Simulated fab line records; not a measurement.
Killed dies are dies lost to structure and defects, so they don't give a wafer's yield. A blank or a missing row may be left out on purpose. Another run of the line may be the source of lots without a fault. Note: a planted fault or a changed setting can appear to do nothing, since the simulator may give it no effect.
Chamber matching	flow nand_harc	4 sister chambers for NHARC_A_STAIRCASE_ETCHBACK_422 on rie_diel-09
The step etches the open film in CH3F/O2, target depth 40 nm, time 74.286 s. 4 wafers are shown with their chamber, then 7 later ones without.

## WAFERS PAIRED WITH THEIR CHAMBERS
wafer	chamber	drypump_motor_current_A (A)
L273.5	1	5.66
L271.4	0	5.77
L274.1	2	5.74
L274.5	3	5.21

## WAFERS WITHOUT THEIR CHAMBER
wafer	drypump_motor_current_A (A)
L274.6	5.78
L272.1	5.67
L272.5	5.74
L272.6	5.67
L280.4	5.17
L280.5	5.20
L280.6	5.79

## WHICH CHAMBER EACH WENT THROUGH
wafer	from the rows above	in truth
L274.6	can't be placed: 0 or 2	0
L272.1	1	1
L272.5	can't be placed: 2 or 0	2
L272.6	1	1
L280.4	3	3
L280.5	3	3
L280.6	can't be placed: 0 or 2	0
Correctly placed: 4 of 7. Can't be placed from these rows: 3 (the true chamber is among the candidates in 3). 0 placed wrongly.
How it was worked out, from the rows above alone: a wafer's distance from a chamber is the root of the sum, over the readings, of the square of ((its reading less the chamber's mean) divided by the reading's scatter). The wafer belongs to the nearest chamber; if the next one is less than 2 further off, it can't be placed. Each chamber's mean is taken over the wafers shown for it. The scatter (one wafer shown for each chamber): square how far every hidden wafer sits from the nearest shown wafer, average those squares and take the square root.
